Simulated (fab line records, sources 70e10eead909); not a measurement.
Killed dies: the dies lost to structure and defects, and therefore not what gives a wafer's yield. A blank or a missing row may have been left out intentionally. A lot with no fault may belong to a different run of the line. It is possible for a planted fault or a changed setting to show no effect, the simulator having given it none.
fab line records	flow nand_harc
record: lots: 24	wafers: 72	last_day: 33
route steps=1302 shown P_M2@338 P_BONDPAD@352 A_SOURCE_PLATE@423
lots that met no fault: taken from a fault-free run of the same line
start_h: start of the lot's first displayed wafer, in hours after the record's first day	wait_h: hours elapsed since this lot's preceding step	" the same as in the row above	L1.1+2: a row that stands for several wafers	- either no value or no given start	* or withheld: withheld	< > ~ a bound
route shown NAME@n: NAME is a module with steps in the file, n the number in the route of the first one	usual: average and standard deviation across the fault-free wafers	same: alike in all rows	chamber/n: place in a boat	sites: the reading at each site	_std_site: the values' standard deviation	_edge_site: inner sites' mean taken away from outer sites' mean	radius_mm: for every site, how far away it sits from the centre of the wafer	mask NAME#n: copy n	behind: the last tool/chamber to shape the wafer	hold: the reason the lot was held/the length of the hold in hours/how it ended	device: the n, p or np transistor that did not switch	end of line: tests of these same wafers at the route's end	where a step has no rows: the recipe by itself	killed: count of dies lost to structure and defects at first sort (not the wafer's yield)	map: a wafer's dies, x killed, . not, _ none there
set.NAME: the run value of the setting; set.NAME@STEP: its run value at that earlier step	model.NAME: the simulator's own value behind a step, which no gauge read
a sample of lots followed through the steps of the route, with each step as a table and each wafer as a row
services: from which hour (start_h, from the record's first day; less than 0 if before it) a tool's chamber was out of use, for how many hours, and why
== steps ==
step: NHARC_P_M2_DEGAS_29
recipe: temp_c: 250	time_s: 60
usual: heater_power_w: 327/40	susceptor_temp_C: 250.01/0.17
lot.wafer	tool	chamber	start_h	wait_h	heater_power_w	susceptor_temp_C
L074.2	pvd_sputter-02	-	135.06	-	437	-
L074.4	"	-	"	"	343	-
L074.5	"	-	"	"	451	-
L075.2	pvd_sputter-03	-	138.59	-	338	250.00
L075.3	"	-	"	"	370	249.94
L075.6	"	-	"	"	273	249.86
L076.2	pvd_sputter-03	-	152.60	-	338	249.90
L076.1	"	-	"	"	365	249.97
L076.3	"	-	"	"	302	250.05
L077.2	pvd_sputter-03	-	164.12	-	279	250.24
L077.1	"	-	"	"	368	250.15
L077.5	"	-	"	"	273	250.25
L078.4	pvd_sputter-03	-	165.23	-	312	249.98
L078.3	"	-	"	"	338	250.02
L078.6	"	-	"	"	309	249.93
L079.4	pvd_sputter-01	-	178.76	-	294	-
L079.1	"	-	"	"	360	-
L079.3	"	-	"	"	309	-
L080.3	pvd_sputter-02	-	193.37	-	305	-
L080.1	"	-	"	"	442	-
L080.5	"	-	"	"	322	-
L081.3	pvd_sputter-02	-	212.39	-	340	249.99
L081.5	"	-	"	"	339	250.21
L081.6	"	-	"	"	294	249.95
L082.3	pvd_sputter-03	-	221.19	-	329	249.69
L082.4	"	-	"	"	379	249.91
L082.6	"	-	"	"	321	249.85
L083.2	pvd_sputter-02	-	222.91	-	344	250.20
L083.4	"	-	"	"	293	249.75
L083.3	"	-	"	"	436	249.74
L084.1	pvd_sputter-01	-	242.22	-	305	249.84
L084.6	"	-	"	"	312	249.90
L084.5	"	-	"	"	302	250.14
L085.4	pvd_sputter-03	-	250.08	-	379	250.08
L085.1	"	-	"	"	276	250.09
L085.6	"	-	"	"	321	250.06
L086.3	pvd_sputter-01	-	253.82	-	322	-
L086.4	"	-	"	"	297	-
L086.6	"	-	"	"	355	-
L087.4	pvd_sputter-01	-	258.49	-	295	250.04
L087.3	"	-	"	"	350	250.35
L087.6	"	-	"	"	294	250.33
L088.2	pvd_sputter-01	-	274.87	-	312	250.22
L088.3	"	-	"	"	349	249.95
L088.5	"	-	"	"	312	250.14
L089.3	pvd_sputter-03	-	275.19	-	328	250.03
L089.5	"	-	"	"	271	250.09
L089.6	"	-	"	"	306	250.15
L090.2	pvd_sputter-03	-	296.38	-	267	249.91
L090.6	"	-	"	"	266	249.90
L090.5	"	-	"	"	304	250.14
L091.2	pvd_sputter-03	-	298.52	-	318	250.13
L091.6	"	-	"	"	381	250.31
L091.5	"	-	"	"	271	249.99
L092.2	pvd_sputter-03	-	306.68	-	273	250.14
L092.4	"	-	"	"	311	249.74
L092.5	"	-	"	"	270	250.09
L093.1	pvd_sputter-02	-	318.37	-	301	-
L093.2	"	-	"	"	314	-
L093.5	"	-	"	"	289	-
L094.3	pvd_sputter-01	-	334.19	-	350	249.74
L094.1	"	-	"	"	316	250.15
L094.5	"	-	"	"	356	250.05
L095.4	pvd_sputter-02	-	337.60	-	416	249.82
L095.6	"	-	"	"	315	249.94
L095.5	"	-	"	"	330	249.73
L096.2	pvd_sputter-01	-	350.57	-	295	250.03
L096.1	"	-	"	"	350	249.99
L096.4	"	-	"	"	322	250.17
L097.1	pvd_sputter-02	-	360.38	-	294	249.98
L097.3	"	-	"	"	429	250.21
L097.5	"	-	"	"	325	250.03
step: NHARC_P_M2_PRE_CLEAN_30
recipe: time_s: 30	temp_c: 280	gas: H2/He
usual: heater_power_w: 405/52	susceptor_temp_C: 280.02/0.2
lot.wafer	tool	chamber	start_h	wait_h	heater_power_w	susceptor_temp_C
L074.2	pvd_sputter-02	-	-	-	400	279.92
L074.4	"	-	"	"	368	279.90
L074.5	"	-	"	"	544	279.76
L075.2	pvd_sputter-03	-	-	-	376	279.71
L075.3	"	-	"	"	416	279.89
L075.6	"	-	"	"	377	280.05
L076.3	pvd_sputter-03	-	-	-	336	-
L076.1	"	-	"	"	370	-
L076.2	"	-	"	"	424	-
L077.1	pvd_sputter-03	-	-	-	339	280.02
L077.2	"	-	"	"	369	280.34
L077.5	"	-	"	"	380	280.47
L078.4	pvd_sputter-03	-	-	-	443	279.73
L078.3	"	-	"	"	327	279.81
L078.6	"	-	"	"	444	279.73
L079.1	pvd_sputter-01	-	-	-	449	280.20
L079.4	"	-	"	"	458	279.92
L079.3	"	-	"	"	382	279.82
L080.3	pvd_sputter-02	-	-	-	414	279.87
L080.1	"	-	"	"	351	279.86
L080.5	"	-	"	"	364	279.84
L081.3	pvd_sputter-02	-	-	-	540	279.94
L081.6	"	-	"	"	541	279.79
L081.5	"	-	"	"	385	280.41
L082.4	pvd_sputter-03	-	-	-	459	280.10
L082.3	"	-	"	"	334	280.37
L082.6	"	-	"	"	330	280.21
L083.2	pvd_sputter-02	-	-	-	391	280.11
L083.3	"	-	"	"	421	280.06
L083.4	"	-	"	"	542	279.90
L084.1	pvd_sputter-01	-	-	-	415	280.08
L084.5	"	-	"	"	363	280.08
L084.6	"	-	"	"	428	280.13
L085.4	pvd_sputter-03	-	-	-	332	279.86
L085.1	"	-	"	"	378	279.98
L085.6	"	-	"	"	396	280.18
L086.3	pvd_sputter-01	-	-	-	435	279.83
L086.4	"	-	"	"	389	279.68
L086.6	"	-	"	"	370	280.35
L087.3	pvd_sputter-01	-	-	-	376	279.93
L087.4	"	-	"	"	360	279.93
L087.6	"	-	"	"	391	280.16
L088.2	pvd_sputter-01	-	-	-	376	279.94
L088.3	"	-	"	"	438	280.14
L088.5	"	-	"	"	430	279.92
L089.3	pvd_sputter-03	-	-	-	326	279.94
L089.6	"	-	"	"	327	279.91
L089.5	"	-	"	"	381	279.89
L090.2	pvd_sputter-03	-	-	-	397	280.17
L090.6	"	-	"	"	338	280.25
L090.5	"	-	"	"	379	279.99
L091.2	pvd_sputter-03	-	-	-	466	280.25
L091.5	"	-	"	"	463	280.07
L091.6	"	-	"	"	331	279.91
L092.2	pvd_sputter-03	-	-	-	332	280.20
L092.4	"	-	"	"	391	280.03
L092.5	"	-	"	"	374	280.15
L093.1	pvd_sputter-02	-	-	-	385	280.30
L093.2	"	-	"	"	366	280.21
L093.5	"	-	"	"	402	279.85
L094.3	pvd_sputter-01	-	-	-	387	280.35
L094.1	"	-	"	"	433	280.14
L094.5	"	-	"	"	380	279.82
L095.4	pvd_sputter-02	-	-	-	357	279.89
L095.5	"	-	"	"	369	279.93
L095.6	"	-	"	"	529	279.88
L096.1	pvd_sputter-01	-	-	-	430	-
L096.2	"	-	"	"	389	-
L096.4	"	-	"	"	375	-
L097.1	pvd_sputter-02	-	-	-	524	-
L097.3	"	-	"	"	408	-
L097.5	"	-	"	"	530	-
step: NHARC_P_M2_ANNEAL_31
recipe: temp_c: 225	time_s: 90
usual: wafer_temp_C_max: 225.93/0.25
lot.wafer	tool	chamber	start_h	wait_h	wafer_temp_C_max
L074.2	rtp_anneal-02	0	135.85	-	225.88
L074.4	"	0	"	"	225.70
L074.5	"	0	"	"	226.13
L075.2	rtp_anneal-02	0	139.36	-	225.81
L075.3	"	0	"	"	226.07
L075.6	"	0	"	"	225.96
L076.1	rtp_anneal-01	0	153.33	-	225.75
L076.2	"	0	"	"	225.77
L076.3	"	0	"	"	225.54
L077.1	rtp_anneal-02	0	164.85	-	225.50
L077.2	"	0	"	"	225.83
L077.5	"	0	"	"	225.82
L078.3	rtp_anneal-02	0	166.53	0.3	225.92
L078.4	"	0	"	"	226.22
L078.6	"	0	"	"	226.14
L079.1	rtp_anneal-02	0	179.50	0.3	225.94
L079.3	"	0	"	"	226.21
L079.4	"	0	"	"	225.82
L080.1	rtp_anneal-02	0	194.10	0.3	226.11
L080.3	"	0	"	"	225.60
L080.5	"	0	"	"	225.72
L081.3	rtp_anneal-01	0	213.23	-	226.02
L081.5	"	0	"	"	226.12
L081.6	"	0	"	"	226.29
L082.3	rtp_anneal-01	0	222.03	0.3	226.07
L082.4	"	0	"	"	226.03
L082.6	"	0	"	"	226.21
L083.2	rtp_anneal-02	0	223.69	0.3	225.79
L083.3	"	0	"	"	225.82
L083.4	"	0	"	"	225.68
L084.1	rtp_anneal-01	0	242.96	-	225.69
L084.5	"	0	"	"	225.93
L084.6	"	0	"	"	226.29
L085.1	rtp_anneal-02	0	251.91	0.3	225.71
L085.4	"	0	"	"	225.75
L085.6	"	0	"	"	225.76
L086.3	rtp_anneal-02	0	254.64	-	225.34
L086.4	"	0	"	"	225.59
L086.6	"	0	"	"	225.84
L087.3	rtp_anneal-01	0	259.33	-	225.81
L087.4	"	0	"	"	225.90
L087.6	"	0	"	"	225.85
L088.2	rtp_anneal-02	0	275.66	0.3	226.33
L088.3	"	0	"	"	226.17
L088.5	"	0	"	"	225.78
L089.3	rtp_anneal-01	0	276.02	0.3	226.08
L089.5	"	0	"	"	226.15
L089.6	"	0	"	"	226.20
L090.2	rtp_anneal-02	0	297.35	0.6	225.68
L090.5	"	0	"	"	225.80
L090.6	"	0	"	"	226.00
L091.2	rtp_anneal-01	0	299.28	-	225.82
L091.5	"	0	"	"	225.97
L091.6	"	0	"	"	226.03
L092.2	rtp_anneal-01	0	307.47	0.3	226.63
L092.4	"	0	"	"	226.09
L092.5	"	0	"	"	226.01
L093.1	rtp_anneal-02	0	319.10	-	225.98
L093.2	"	0	"	"	225.79
L093.5	"	0	"	"	225.68
L094.1	rtp_anneal-01	0	334.92	0.3	225.80
L094.3	"	0	"	"	225.92
L094.5	"	0	"	"	226.08
L095.4	rtp_anneal-01	0	338.50	0.4	226.26
L095.5	"	0	"	"	226.17
L095.6	"	0	"	"	226.79
L096.1	rtp_anneal-01	0	351.31	0.3	226.31
L096.2	"	0	"	"	225.84
L096.4	"	0	"	"	225.84
L097.1	rtp_anneal-02	0	361.12	0.3	226.07
L097.3	"	0	"	"	225.90
L097.5	"	0	"	"	225.99
step: NHARC_P_M2_THK_MEAS_24
recipe: thk_meas_gauge: xrf
usual: thk_nm: 144.6/1.5
lot.wafer	tool	chamber	start_h	wait_h	thk_nm
L074.2	film_metro-01	-	136.46	-	145.8
L074.4	"	-	"	"	145.1
L074.5	"	-	"	"	146.9
L075.2	film_metro-01	-	139.96	-	145.9
L075.3	"	-	"	"	145.4
L075.6	"	-	"	"	144.2
L076.1	film_metro-02	-	153.99	-	146.2
L076.2	"	-	"	"	146.9
L076.3	"	-	"	"	144.6
L077.1	film_metro-01	-	165.52	-	144.3
L077.2	"	-	"	"	143.7
L077.5	"	-	"	"	142.5
L078.3	film_metro-01	-	167.09	-	142.0
L078.4	"	-	"	"	145.0
L078.6	"	-	"	"	146.0
L079.1	film_metro-02	-	180.16	-	144.0
L079.3	"	-	"	"	143.6
L079.4	"	-	"	"	142.5
L080.1	film_metro-01	-	194.76	-	142.7
L080.3	"	-	"	"	144.8
L080.5	"	-	"	"	142.3
L081.3	film_metro-01	-	213.79	-	142.4
L081.5	"	-	"	"	143.7
L081.6	"	-	"	"	142.7
L082.3	film_metro-02	-	222.59	-	144.2
L082.4	"	-	"	"	144.8
L082.6	"	-	"	"	144.1
L083.2	film_metro-02	-	224.30	-	144.2
L083.3	"	-	"	"	140.4
L083.4	"	-	"	"	142.5
L084.1	film_metro-02	-	243.61	-	144.8
L084.5	"	-	"	"	147.5
L084.6	"	-	"	"	146.2
L085.1	film_metro-01	-	252.58	-	144.9
L085.4	"	-	"	"	140.2
L085.6	"	-	"	"	145.0
L086.3	film_metro-01	-	255.19	-	144.3
L086.4	"	-	"	"	146.4
L086.6	"	-	"	"	146.3
L087.3	film_metro-01	-	259.89	-	146.8
L087.4	"	-	"	"	144.8
L087.6	"	-	"	"	146.1
L088.2	film_metro-01	-	276.26	-	145.5
L088.3	"	-	"	"	145.8
L088.5	"	-	"	"	144.8
L089.3	film_metro-02	-	276.58	-	144.2
L089.5	"	-	"	"	143.3
L089.6	"	-	"	"	143.9
L090.2	film_metro-01	-	297.95	-	145.2
L090.5	"	-	"	"	143.4
L090.6	"	-	"	"	144.6
L091.2	film_metro-02	-	299.89	-	144.6
L091.5	"	-	"	"	143.9
L091.6	"	-	"	"	144.4
L092.2	film_metro-02	-	308.07	-	141.9
L092.4	"	-	"	"	144.2
L092.5	"	-	"	"	144.6
L093.1	film_metro-01	-	319.76	-	145.5
L093.2	"	-	"	"	144.7
L093.5	"	-	"	"	144.1
L094.1	film_metro-01	-	335.58	-	145.1
L094.3	"	-	"	"	146.7
L094.5	"	-	"	"	147.3
L095.4	film_metro-01	-	339.00	-	145.5
L095.5	"	-	"	"	144.7
L095.6	"	-	"	"	147.0
L096.1	film_metro-02	-	351.97	-	144.3
L096.2	"	-	"	"	143.7
L096.4	"	-	"	"	143.5
L097.1	film_metro-02	-	361.77	-	145.4
L097.3	"	-	"	"	143.5
L097.5	"	-	"	"	146.7
step: NHARC_P_BONDPAD_CMP_32
recipe: target_thk_nm: 200	material: SiCN
usual: motor_current_A: 12.5/0.51
lot.wafer	tool	chamber	start_h	wait_h	motor_current_A
L074.2	cmp-03	2	137.73	-	12.0
L074.4	"	0	"	"	12.8
L074.5	"	2	"	"	12.4
L075.3	cmp-01	0	141.16	-	12.8
L075.2	"	3	"	"	11.5
L075.6	"	1	"	"	12.3
L076.2	cmp-03	0	155.12	-	12.4
L076.1	"	1	"	"	12.3
L076.3	"	3	"	"	12.0
L077.2	cmp-03	2	166.69	-	12.7
L077.1	"	3	"	"	11.7
L077.5	"	0	"	"	13.3
L078.4	cmp-01	3	168.21	-	12.4
L078.3	"	0	"	"	12.2
L078.6	"	0	"	"	12.6
L079.1	cmp-04	0	181.29	-	12.2
L079.4	"	1	"	"	12.7
L079.3	"	3	"	"	13.5
L080.3	cmp-04	2	195.85	-	12.0
L080.1	"	0	"	"	12.3
L080.5	"	3	"	"	13.4
L081.3	cmp-01	2	214.94	-	13.1
L081.6	"	1	"	"	11.9
L081.5	"	2	"	"	13.4
L082.4	cmp-04	1	223.71	-	12.6
L082.3	"	0	"	"	12.4
L082.6	"	1	"	"	12.0
L083.3	cmp-04	2	225.45	-	12.1
L083.4	"	3	"	"	12.5
L083.2	"	0	"	"	12.6
L084.1	cmp-01	3	244.77	-	12.0
L084.6	"	2	"	"	13.2
L084.5	"	3	"	"	12.5
L085.4	cmp-04	1	253.73	-	12.2
L085.1	"	3	"	"	13.5
L085.6	"	1	"	"	12.2
L086.3	cmp-04	0	256.32	-	12.0
L086.4	"	1	"	"	12.7
L086.6	"	0	"	"	12.6
L087.3	cmp-04	0	261.01	-	12.8
L087.4	"	3	"	"	13.1
L087.6	"	1	"	"	12.0
L088.3	cmp-03	2	277.55	-	11.8
L088.2	"	3	"	"	12.4
L088.5	"	2	"	"	12.5
L089.3	cmp-04	1	277.70	-	12.2
L089.5	"	1	"	"	12.6
L089.6	"	2	"	"	11.9
L090.2	cmp-03	3	299.11	-	11.9
L090.6	"	2	"	"	12.2
L090.5	"	3	"	"	11.6
L091.2	cmp-03	3	301.16	-	12.2
L091.5	"	0	"	"	12.7
L091.6	"	1	"	"	13.3
L092.4	cmp-01	1	309.17	-	12.5
L092.2	"	2	"	"	12.4
L092.5	"	1	"	"	12.4
L093.1	cmp-04	3	320.89	-	14.1
L093.2	"	0	"	"	12.7
L093.5	"	3	"	"	13.0
L094.3	cmp-01	2	336.71	-	12.6
L094.1	"	3	"	"	12.2
L094.5	"	3	"	"	11.9
L095.4	cmp-04	1	340.18	-	12.1
L095.5	"	3	"	"	13.2
L095.6	"	0	"	"	12.4
L096.4	cmp-01	0	353.09	-	12.2
L096.1	"	1	"	"	12.8
L096.2	"	2	"	"	13.3
L097.1	cmp-03	1	362.89	-	11.9
L097.3	"	0	"	"	13.3
L097.5	"	1	"	"	12.6
step: NHARC_A_SOURCE_PLATE_INSPECT_08
usual: raw_defect_count: 63/26
lot.wafer	tool	chamber	start_h	wait_h	raw_defect_count
L074.2	defect_inspect-02	-	166.65	0.0	44
L074.4	"	-	"	"	47
L074.5	"	-	"	"	63
L075.2	defect_inspect-01	-	166.65	0.0	65
L075.3	"	-	"	"	100
L075.6	"	-	"	"	86
L076.1	defect_inspect-01	-	183.53	0.0	22
L076.2	"	-	"	"	41
L076.3	"	-	"	"	63
L077.1	defect_inspect-02	-	192.77	0.0	80
L077.2	"	-	"	"	42
L077.5	"	-	"	"	115
L078.3	defect_inspect-01	-	192.77	0.0	67
L078.4	"	-	"	"	85
L078.6	"	-	"	"	94
L079.1	defect_inspect-02	-	207.79	0.0	69
L079.3	"	-	"	"	93
L079.4	"	-	"	"	57
L080.1	defect_inspect-01	-	224.06	0.0	43
L080.3	"	-	"	"	46
L080.5	"	-	"	"	42
L081.3	defect_inspect-02	-	241.10	0.0	48
L081.5	"	-	"	"	71
L081.6	"	-	"	"	34
L082.3	defect_inspect-02	-	249.88	0.0	40
L082.4	"	-	"	"	71
L082.6	"	-	"	"	43
L083.2	defect_inspect-01	-	249.90	0.0	103
L083.3	"	-	"	"	120
L083.4	"	-	"	"	133
L084.1	defect_inspect-02	-	271.18	0.0	39
L084.5	"	-	"	"	44
L084.6	"	-	"	"	74
L085.1	defect_inspect-02	-	280.07	0.0	95
L085.4	"	-	"	"	45
L085.6	"	-	"	"	34
L086.3	defect_inspect-01	-	280.07	0.0	83
L086.4	"	-	"	"	98
L086.6	"	-	"	"	53
L087.3	defect_inspect-01	-	287.99	0.0	36
L087.4	"	-	"	"	92
L087.6	"	-	"	"	83
L088.2	defect_inspect-02	-	304.17	0.0	58
L088.3	"	-	"	"	52
L088.5	"	-	"	"	41
L089.3	defect_inspect-01	-	304.18	0.0	34
L089.5	"	-	"	"	44
L089.6	"	-	"	"	58
L090.2	defect_inspect-01	-	325.90	0.0	69
L090.5	"	-	"	"	24
L090.6	"	-	"	"	26
L091.2	defect_inspect-02	-	325.90	0.0	35
L091.5	"	-	"	"	63
L091.6	"	-	"	"	34
L092.2	defect_inspect-01	-	338.87	0.0	48
L092.4	"	-	"	"	47
L092.5	"	-	"	"	59
L093.1	defect_inspect-02	-	347.72	0.0	50
L093.2	"	-	"	"	41
L093.5	"	-	"	"	63
L094.1	defect_inspect-02	-	363.79	0.0	45
L094.3	"	-	"	"	40
L094.5	"	-	"	"	32
L095.4	defect_inspect-01	-	363.79	0.0	78
L095.5	"	-	"	"	93
L095.6	"	-	"	"	97
L096.1	defect_inspect-02	-	379.56	0.0	82
L096.2	"	-	"	"	73
L096.4	"	-	"	"	43
L097.1	defect_inspect-02	-	391.98	0.0	103
L097.3	"	-	"	"	96
L097.5	"	-	"	"	47
== services ==
tool	chamber	start_h	hours	kind
cmp-01	-	112.49	1.5	repair
cmp-04	-	115.92	2.6	repair
cmp-03	-	121.21	2.9	repair
pvd_sputter-01	-	124.06	1.9	repair
cmp-03	-	132.54	1.0	repair
cmp-03	-	162.00	4.0	pm
pvd_sputter-02	-	167.47	2.3	repair
cmp-01	-	185.50	4.0	pm
cmp-03	-	191.23	1.3	repair
pvd_sputter-03	-	205.36	10.0	pm
cmp-04	-	209.09	4.0	pm
cmp-01	-	216.78	6.4	repair
pvd_sputter-01	-	226.00	10.0	pm
pvd_sputter-03	-	235.59	1.8	repair
cmp-01	-	241.88	2.2	repair
cmp-01	-	245.74	2.5	repair
cmp-01	-	248.45	21.3	repair
cmp-03	-	260.00	4.0	pm
pvd_sputter-02	-	282.00	10.0	pm
cmp-01	-	283.50	4.0	pm
cmp-04	-	307.14	4.0	pm
cmp-04	-	314.97	0.3	repair
pvd_sputter-03	-	320.54	1.9	repair
cmp-04	-	355.34	1.2	repair
== key ==
fault none
